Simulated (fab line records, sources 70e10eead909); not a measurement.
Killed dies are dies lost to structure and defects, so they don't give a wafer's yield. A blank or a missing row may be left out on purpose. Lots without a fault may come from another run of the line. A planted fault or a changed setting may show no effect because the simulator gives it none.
Tool commonality check | flow nand_harc | 13 lots, 45 wafers sampled

WHY IT WAS OPENED
At NHARC_P_M1_THK_MEAS_24 the reading thk_nm is flagged on 2 of 13 lots. Wafers without a fault read 157.7 nm, standard deviation 1.4.
Rule: a lot is flagged when every wafer of it that has a number lies more than 4 standard deviations from that mean, or none has a number. The other lots count as sound.

lot  | measured     | on            | thk_nm (nm), wafer by wafer   | flag
L155 | day 6 09:14  | film_metro-02 | 158.5 157.5 159.1             |
L157 | day 7 12:32  | film_metro-02 | 159.4 156.9 158.3             |
L162 | day 9 04:08  | film_metro-01 | 30.2 29.8 29.5 30.9 30.6 30.1 | FLAGGED
L163 | day 9 14:54  | film_metro-02 | 29.7 33.3 30.8 30.9 31.0 32.0 | FLAGGED
L167 | day 11 06:34 | film_metro-01 | 157.5 157.7 155.7             |
L168 | day 11 17:28 | film_metro-01 | 156.7 156.0 157.3             |
L170 | day 12 14:29 | film_metro-01 | 156.2 159.0 156.5             |
L171 | day 13 11:03 | film_metro-02 | 159.2 158.2 159.1             |
L172 | day 13 14:41 | film_metro-01 | 158.1 155.7 157.6             |
L174 | day 14 17:40 | film_metro-01 | 157.2 157.8 157.0             |
L176 | day 15 13:10 | film_metro-01 | 156.8 154.8 156.3             |
L177 | day 15 19:31 | film_metro-01 | 157.6 157.6 157.1             |
L178 | day 16 07:58 | film_metro-01 | 157.4 159.7 159.8             |
The numbers of the flagged lots are 30.7 nm on average: -127.0 nm against the usual, or -91 standard deviations.

WHICH TOOL RAN EACH LOT
The record holds 4 process steps before the reading, out of a route of 1302 steps. In each cell: the tool, then ch and the chambers that the sampled wafers went through, then the start.
lot  | flag    | NHARC_P_M1_PRE_CLEAN_30                 | NHARC_P_M1_PVD_20                       | NHARC_P_M1_ECD_22              | NHARC_P_M1_CMP_23
L155 |         | pvd_sputter-03, day 6 08:14 or earlier  | pvd_sputter-03, day 6 08:14 or earlier  | ecd_cu-01 ch 0,1, day 6 08:14  | cmp-04 ch 1,2,3, day 6 08:57
L157 |         | pvd_sputter-02, day 7 11:29 or earlier  | pvd_sputter-02, day 7 11:29 or earlier  | ecd_cu-01 ch 0,1, day 7 11:29  | cmp-02 ch 0,2,3, day 7 12:16
L162 | FLAGGED | pvd_sputter-02, day 9 03:12 or earlier  | pvd_sputter-02, day 9 03:12 or earlier  | ecd_cu-02 ch 0,1, day 9 03:12  | cmp-01 ch 2,3, day 9 03:50
L163 | FLAGGED | pvd_sputter-03, day 9 13:58 or earlier  | pvd_sputter-03, day 9 13:58 or earlier  | ecd_cu-02 ch 0,1, day 9 13:58  | cmp-04 ch 0,1, day 9 14:37
L167 |         | pvd_sputter-03, day 11 05:35 or earlier | pvd_sputter-03, day 11 05:35 or earlier | ecd_cu-01 ch 0,1, day 11 05:35 | cmp-02 ch 0,2, day 11 06:17
L168 |         | pvd_sputter-03, day 11 16:25 or earlier | pvd_sputter-03, day 11 16:25 or earlier | ecd_cu-02 ch 0,1, day 11 16:25 | cmp-04 ch 0,1,3, day 11 17:10
L170 |         | pvd_sputter-03, day 12 13:28 or earlier | pvd_sputter-03, day 12 13:28 or earlier | ecd_cu-02 ch 0,1, day 12 13:28 | cmp-02 ch 1,2, day 12 14:13
L171 |         | pvd_sputter-03, day 13 10:04 or earlier | pvd_sputter-03, day 13 10:04 or earlier | ecd_cu-01 ch 0, day 13 10:04   | cmp-02 ch 1,2, day 13 10:44
L172 |         | pvd_sputter-03, day 13 13:39 or earlier | pvd_sputter-03, day 13 13:39 or earlier | ecd_cu-02 ch 0,1, day 13 13:39 | cmp-04 ch 0,1,3, day 13 14:23
L174 |         | pvd_sputter-02, day 14 16:38 or earlier | pvd_sputter-02, day 14 16:38 or earlier | ecd_cu-02 ch 0,1, day 14 16:38 | cmp-02 ch 1,2, day 14 17:23
L176 |         | pvd_sputter-01, day 15 12:08 or earlier | pvd_sputter-01, day 15 12:08 or earlier | ecd_cu-02 ch 1, day 15 12:08   | cmp-02 ch 0,3, day 15 12:51
L177 |         | pvd_sputter-01, day 15 18:29 or earlier | pvd_sputter-01, day 15 18:29 or earlier | ecd_cu-01 ch 0, day 15 18:29   | cmp-04 ch 0,2, day 15 19:13
L178 |         | pvd_sputter-01, day 16 06:55 or earlier | pvd_sputter-01, day 16 06:55 or earlier | ecd_cu-02 ch 0,1, day 16 06:55 | cmp-01 ch 1,2, day 16 07:41
What these steps do:
- NHARC_P_M1_PRE_CLEAN_30: time 30 s.
- NHARC_P_M1_PVD_20: deposits TaN, target thk 5 nm, time 8.06 s.
- NHARC_P_M1_ECD_22: material Cu, target thk 400 nm.
- NHARC_P_M1_CMP_23: polishes, t overpolish 20 s, target thk 157.82 nm.
- NHARC_P_M1_THK_MEAS_24: measures by xrf.

FLAGGED OVER TOTAL, TOOL BY TOOL (the gauges that took the reading come last)
step                    | tool           | lots run | flagged | share of the flagged lots | sound lots run after its first flagged lot
NHARC_P_M1_PRE_CLEAN_30 | pvd_sputter-01 | 3        | 0       | none                      | -
NHARC_P_M1_PRE_CLEAN_30 | pvd_sputter-02 | 3        | 1       | some                      | 1 (L174)
NHARC_P_M1_PRE_CLEAN_30 | pvd_sputter-03 | 7        | 1       | some                      | 5 (L167,L168,L170,L171,L172)
NHARC_P_M1_PVD_20       | pvd_sputter-01 | 3        | 0       | none                      | -
NHARC_P_M1_PVD_20       | pvd_sputter-02 | 3        | 1       | some                      | 1 (L174)
NHARC_P_M1_PVD_20       | pvd_sputter-03 | 7        | 1       | some                      | 5 (L167,L168,L170,L171,L172)
NHARC_P_M1_ECD_22       | ecd_cu-01      | 5        | 0       | none                      | -
NHARC_P_M1_ECD_22       | ecd_cu-02      | 8        | 2       | all                       | 6 (L168,L170,L172,L174,L176,L178)
NHARC_P_M1_CMP_23       | cmp-01         | 2        | 1       | some                      | 1 (L178)
NHARC_P_M1_CMP_23       | cmp-02         | 6        | 0       | none                      | -
NHARC_P_M1_CMP_23       | cmp-04         | 5        | 1       | some                      | 3 (L168,L172,L177)
NHARC_P_M1_THK_MEAS_24  | film_metro-01  | 9        | 1       | some                      | 8 (L167,L168,L170,L172,L174,L176,L177,L178)
NHARC_P_M1_THK_MEAS_24  | film_metro-02  | 4        | 1       | some                      | 1 (L171)
NHARC_P_M1_PRE_CLEAN_30 gives no start for some lots, so the hours and the order of its lots are those of NHARC_P_M1_ECD_22. NHARC_P_M1_PVD_20 gives no start for some lots, so the hours and the order of its lots are those of NHARC_P_M1_ECD_22.

WHAT THE TABLE ALLOWS
1 row of the table ran every flagged lot: ecd_cu-02 at NHARC_P_M1_ECD_22.
- ecd_cu-02 at NHARC_P_M1_ECD_22: 2 of its 8 lots flagged. Sound lots ran on it after the first flagged one (L168, L170, L172, L174, L176, L178), which a lasting fault on the whole tool wouldn't allow. On the flagged lots its readings are blank where sound lots have values: bath_heat_duty_pct, bath_temp_c.
No row of the table ran every flagged lot and no sound lot after the first.

WHAT THE SIMULATOR HAD PUT IN
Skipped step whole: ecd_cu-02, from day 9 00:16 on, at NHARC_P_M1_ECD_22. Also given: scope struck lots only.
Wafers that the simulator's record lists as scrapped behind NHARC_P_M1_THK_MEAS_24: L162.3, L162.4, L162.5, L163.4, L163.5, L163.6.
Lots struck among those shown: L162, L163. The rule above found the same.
